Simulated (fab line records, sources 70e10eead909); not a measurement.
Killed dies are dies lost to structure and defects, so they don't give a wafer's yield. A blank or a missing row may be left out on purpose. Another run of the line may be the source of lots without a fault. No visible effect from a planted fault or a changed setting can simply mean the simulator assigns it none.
fab line records / flow nand_harc
[record] lots = 6 wafers = 18 last_day = 24
route steps=1159 shown P_START@1 P_ZERO_WELL@2
lots untouched by any fault: they come from a run of this same line in which no faults occurred
start_h: start of the lot's first displayed wafer, in hours after the record's first day / wait_h: hours since the lot's step before / " the same as in the row above / L1.1+2: several wafers, shown together as one row / - value missing, or start not given / * or withheld: withheld / < > ~ a bound
route shown NAME@n: names a module that has steps shown in the file, with the first one's number in the route / usual: the fault-free wafers' mean and standard deviation / same: alike in all rows / chamber/n: place in a boat / sites: per-site readings / _std_site: the standard deviation of these / _edge_site: mean of outer sites minus mean of inner sites / radius_mm: for every site, how far away it sits from the centre of the wafer / mask NAME#n: copy n / behind: the tool/chamber that last shaped the wafer / hold: what put the lot on hold/how long, in hours/how the hold closed / device: whichever transistor did not switch (one of n, p or np) / end of line: the tests these same wafers got at the end of their route / step lacking rows: just its recipe / killed: count of dies lost to structure and defects at first sort (not the wafer's yield) / map: the dies of a wafer, with x for killed, . for not killed, _ for no die there
set.NAME: the setting that was run; set.NAME@STEP: the one run at that earlier step / model.NAME: the simulator's own value behind a step, which no gauge read
lots at some steps of the route; a table a step, a row a wafer
services: when a tool's chamber went out of use (start_h, in hours from the record's first day, below 0 if earlier), for how many hours, and the reason
[[steps]]
[step NHARC_P_START_INSPECT_01]
[usual] raw_defect_count = 3.4/1.8
lot.wafer=L523.2 tool=defect_inspect-02 chamber=- start_h=42.04 wait_h=- raw_defect_count=7
lot.wafer=L523.3 tool=defect_inspect-02 chamber=- start_h=42.04 wait_h=- raw_defect_count=2
lot.wafer=L523.6 tool=defect_inspect-02 chamber=- start_h=42.04 wait_h=- raw_defect_count=3
lot.wafer=L530.1 tool=defect_inspect-02 chamber=- start_h=84.04 wait_h=- raw_defect_count=4
lot.wafer=L530.2 tool=defect_inspect-02 chamber=- start_h=84.04 wait_h=- raw_defect_count=2
lot.wafer=L530.5 tool=defect_inspect-02 chamber=- start_h=84.04 wait_h=- raw_defect_count=4
lot.wafer=L531.1 tool=defect_inspect-01 chamber=- start_h=90.04 wait_h=- raw_defect_count=5
lot.wafer=L531.5 tool=defect_inspect-01 chamber=- start_h=90.04 wait_h=- raw_defect_count=6
lot.wafer=L531.6 tool=defect_inspect-01 chamber=- start_h=90.04 wait_h=- raw_defect_count=7
lot.wafer=L535.1 tool=defect_inspect-01 chamber=- start_h=114.04 wait_h=- raw_defect_count=9
lot.wafer=L535.5 tool=defect_inspect-01 chamber=- start_h=114.04 wait_h=- raw_defect_count=1
lot.wafer=L535.6 tool=defect_inspect-01 chamber=- start_h=114.04 wait_h=- raw_defect_count=3
lot.wafer=L538.2 tool=defect_inspect-02 chamber=- start_h=132.04 wait_h=- raw_defect_count=5
lot.wafer=L538.4 tool=defect_inspect-02 chamber=- start_h=132.04 wait_h=- raw_defect_count=3
lot.wafer=L538.6 tool=defect_inspect-02 chamber=- start_h=132.04 wait_h=- raw_defect_count=5
lot.wafer=L540.2 tool=defect_inspect-01 chamber=- start_h=144.04 wait_h=- raw_defect_count=4
lot.wafer=L540.4 tool=defect_inspect-01 chamber=- start_h=144.04 wait_h=- raw_defect_count=3
lot.wafer=L540.6 tool=defect_inspect-01 chamber=- start_h=144.04 wait_h=- raw_defect_count=0
[step NHARC_P_ZERO_WELL_PRECLEAN_00]
[recipe] time_s = 600 temp_c = 120 chemistry = SPM
[step NHARC_P_ZERO_WELL_SRD_01]
[step NHARC_P_ZERO_WELL_PECVD_02]
[recipe] target_thk_a = 100 temp_c = 400 pressure_torr = 6.5 rf_w = withheld teos_flow_sccm = withheld flow_sccm = 2650 target_thk_nm = 10 gas = O2 material = SiO2
[usual] chamber_pressure_Torr = 6.499/0.014
lot.wafer=L523.2 tool=pecvd-02 chamber=1 start_h=42.48 wait_h=- chamber_pressure_Torr=6.508 since_wet_clean_h=58
lot.wafer=L523.3 tool=pecvd-02 chamber=2 start_h=42.48 wait_h=- chamber_pressure_Torr=6.494 since_wet_clean_h=58
lot.wafer=L523.6 tool=pecvd-02 chamber=1 start_h=42.48 wait_h=- chamber_pressure_Torr=6.508 since_wet_clean_h=-
lot.wafer=L530.2 tool=pecvd-01 chamber=2 start_h=84.44 wait_h=- chamber_pressure_Torr=- since_wet_clean_h=-
lot.wafer=L530.1 tool=pecvd-01 chamber=0 start_h=84.44 wait_h=- chamber_pressure_Torr=- since_wet_clean_h=-
lot.wafer=L530.5 tool=pecvd-01 chamber=1 start_h=84.44 wait_h=- chamber_pressure_Torr=- since_wet_clean_h=-
lot.wafer=L531.1 tool=pecvd-04 chamber=0 start_h=90.52 wait_h=- chamber_pressure_Torr=- since_wet_clean_h=-
lot.wafer=L531.5 tool=pecvd-04 chamber=1 start_h=90.52 wait_h=- chamber_pressure_Torr=- since_wet_clean_h=-
lot.wafer=L531.6 tool=pecvd-04 chamber=2 start_h=90.52 wait_h=- chamber_pressure_Torr=- since_wet_clean_h=-
lot.wafer=L535.1 tool=pecvd-01 chamber=1 start_h=114.46 wait_h=- chamber_pressure_Torr=6.497 since_wet_clean_h=45
lot.wafer=L535.5 tool=pecvd-01 chamber=1 start_h=114.46 wait_h=- chamber_pressure_Torr=6.508 since_wet_clean_h=-
lot.wafer=L535.6 tool=pecvd-01 chamber=0 start_h=114.46 wait_h=- chamber_pressure_Torr=6.505 since_wet_clean_h=-
lot.wafer=L538.2 tool=pecvd-04 chamber=0 start_h=132.45 wait_h=- chamber_pressure_Torr=6.511 since_wet_clean_h=105
lot.wafer=L538.6 tool=pecvd-04 chamber=0 start_h=132.45 wait_h=- chamber_pressure_Torr=6.527 since_wet_clean_h=-
lot.wafer=L538.4 tool=pecvd-04 chamber=1 start_h=132.45 wait_h=- chamber_pressure_Torr=6.508 since_wet_clean_h=-
lot.wafer=L540.2 tool=pecvd-04 chamber=2 start_h=144.52 wait_h=- chamber_pressure_Torr=6.482 since_wet_clean_h=118
lot.wafer=L540.4 tool=pecvd-04 chamber=0 start_h=144.52 wait_h=- chamber_pressure_Torr=6.498 since_wet_clean_h=-
lot.wafer=L540.6 tool=pecvd-04 chamber=2 start_h=144.52 wait_h=- chamber_pressure_Torr=6.527 since_wet_clean_h=-
[step NHARC_P_ZERO_WELL_DEHYDRATE_03]
[recipe] temp_c = 150 time_s = 120
[[services]]
tool=pecvd-04 chamber=0 start_h=27.00 hours=- kind=clean
tool=pecvd-04 chamber=1 start_h=27.00 hours=- kind=clean
tool=pecvd-04 chamber=2 start_h=27.00 hours=- kind=clean
tool=pecvd-04 chamber=- start_h=34.64 hours=1.0 kind=repair
tool=pecvd-01 chamber=- start_h=56.00 hours=13.0 kind=pm
tool=pecvd-01 chamber=0 start_h=56.00 hours=13.0 kind=vent_cycle
tool=pecvd-01 chamber=1 start_h=56.00 hours=13.0 kind=vent_cycle
tool=pecvd-01 chamber=2 start_h=56.00 hours=13.0 kind=vent_cycle
tool=pecvd-01 chamber=0 start_h=69.00 hours=- kind=clean
tool=pecvd-01 chamber=1 start_h=69.00 hours=- kind=clean
tool=pecvd-01 chamber=2 start_h=69.00 hours=- kind=clean
tool=pecvd-02 chamber=1 start_h=97.02 hours=2.1 kind=repair
[[key]]
[first_sign] step = NHARC_P_ZERO_WELL_PECVD_02 reading = tool_record direction = missing
effect none on later readings
met_at NHARC_P_ZERO_WELL_PECVD_02
struck_wafers L530.1,L530.2,L530.5,L531.1,L531.5,L531.6
tester_left_out L530,L531
[fault] kind = skipped_step_whole tool = pecvd-01,pecvd-04 chamber = - onset_h = 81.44 steps = NHARC_P_ZERO_WELL_PECVD_02 scope = struck_lots_only
// tester_left_out: of these lots the tester's yield and bins aren't shown, on N5 and GAA mostly nor the transistor test; their killed dies are dies lost to structure and defects alone, not to doping, threshold or leakage, so they don't give the yield
